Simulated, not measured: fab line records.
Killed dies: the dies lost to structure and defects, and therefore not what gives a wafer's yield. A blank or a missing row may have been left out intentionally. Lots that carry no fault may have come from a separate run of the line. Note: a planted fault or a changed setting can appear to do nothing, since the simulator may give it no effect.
Chamber matching | flow n5_finfet | N5_BEOL_M10_DESCUM_33 on rie_diel-04 has 4 sister chambers
The step chemistry O2, time 7.9 s. 22 wafers are shown with their chamber, then 11 later ones without.

## EACH WAFER AND ITS CHAMBER
wafer  | chamber | drypump_motor_current_A (A) | showerhead_plenum_p_Torr (Torr) | throttle_valve_pct (%)
L074.2 | 1       | 5.6                         | 2.20                            | 20.0
L074.4 | 2       | 5.7                         | 2.12                            | 20.4
L074.5 | 0       | 6.0                         | 2.13                            | 20.2
L080.3 | 0       | 6.1                         | 2.13                            | 20.2
L080.4 | 3       | 5.1                         | 2.14                            | 19.9
L080.6 | 3       | 5.1                         | 2.14                            | 19.9
L082.1 | 2       | 5.7                         | 2.12                            | 20.4
L082.2 | 3       | 5.1                         | 2.14                            | 19.9
L082.3 | 1       | 5.6                         | 2.20                            | 20.1
L081.3 | 1       | 5.6                         | 2.20                            | 20.1
L081.4 | 2       | 5.7                         | 2.12                            | 20.4
L081.6 | 2       | 5.7                         | 2.12                            | 20.4
L083.2 | 2       | 5.7                         | 2.12                            | 20.4
L083.5 | 0       | 6.0                         | 2.12                            | 20.2
L083.6 | 1       | 5.6                         | 2.20                            | 20.1
L087.1 | 2       | 5.7                         | 2.11                            | 20.4
L087.2 | 0       | 6.0                         | 2.12                            | 20.2
L087.4 | 1       | 5.6                         | 2.19                            | 20.1
L089.1 | 2       | 5.6                         | 2.11                            | 20.5
L089.4 | 3       | 5.0                         | 2.13                            | 20.0
L089.6 | 3       | 5.1                         | 2.13                            | 20.0
L091.2 | 2       | 5.7                         | 2.11                            | 20.5

SIGNATURES, as means of the wafers listed above
reading                  | chamber 0 | chamber 1 | chamber 2 | chamber 3 | scatter within a chamber
drypump_motor_current_A  | 6.025     | 5.600     | 5.688     | 5.080     | 0.0367
showerhead_plenum_p_Torr | 2.1250    | 2.1980    | 2.1162    | 2.1360    | 0.0052
throttle_valve_pct       | 20.200    | 20.080    | 20.425    | 19.940    | 0.0441
Rule: for a wafer and a chamber, the distance is found by dividing, reading by reading, the gap between the wafer's reading and the chamber's mean by the reading's scatter, squaring, summing and taking the root. If the next closest chamber is less than 2 further off than the closest, the wafer can't be placed; otherwise it belongs to the closest. How the scatter is found: for the shown wafers, subtract from each reading the mean of its chamber, square and add these, divide the total by (wafers less chambers), then take the root.

## WAFERS WHOSE CHAMBER IS MISSING
wafer  | drypump_motor_current_A (A) | showerhead_plenum_p_Torr (Torr) | throttle_valve_pct (%)
L091.4 | 6.0                         | 2.12                            | 20.2
L091.6 | 5.6                         | 2.19                            | 20.1
L092.2 | 6.1                         | 2.12                            | 20.2
L092.4 | 5.7                         | 2.11                            | 20.5
L092.6 | 5.7                         | 2.11                            | 20.5
L093.2 | 6.0                         | 2.11                            | 20.2
L093.3 | 5.1                         | 2.13                            | 20.0
L093.5 | 5.1                         | 2.13                            | 20.0
L097.3 | 5.7                         | 2.11                            | 20.5
L097.5 | 5.7                         | 2.11                            | 20.5
L097.6 | 5.1                         | 2.13                            | 20.0

## WHICH CHAMBER EACH WENT THROUGH
wafer  | from the rows above | in truth
L091.4 | 0                   | 0
L091.6 | 1                   | 1
L092.2 | 0                   | 0
L092.4 | 2                   | 2
L092.6 | 2                   | 2
L093.2 | 0                   | 0
L093.3 | 3                   | 3
L093.5 | 3                   | 3
L097.3 | 2                   | 2
L097.5 | 2                   | 2
L097.6 | 3                   | 3
Placed correctly: 11 of 11. Can't be placed from these rows: 0. Placed wrongly: 0.
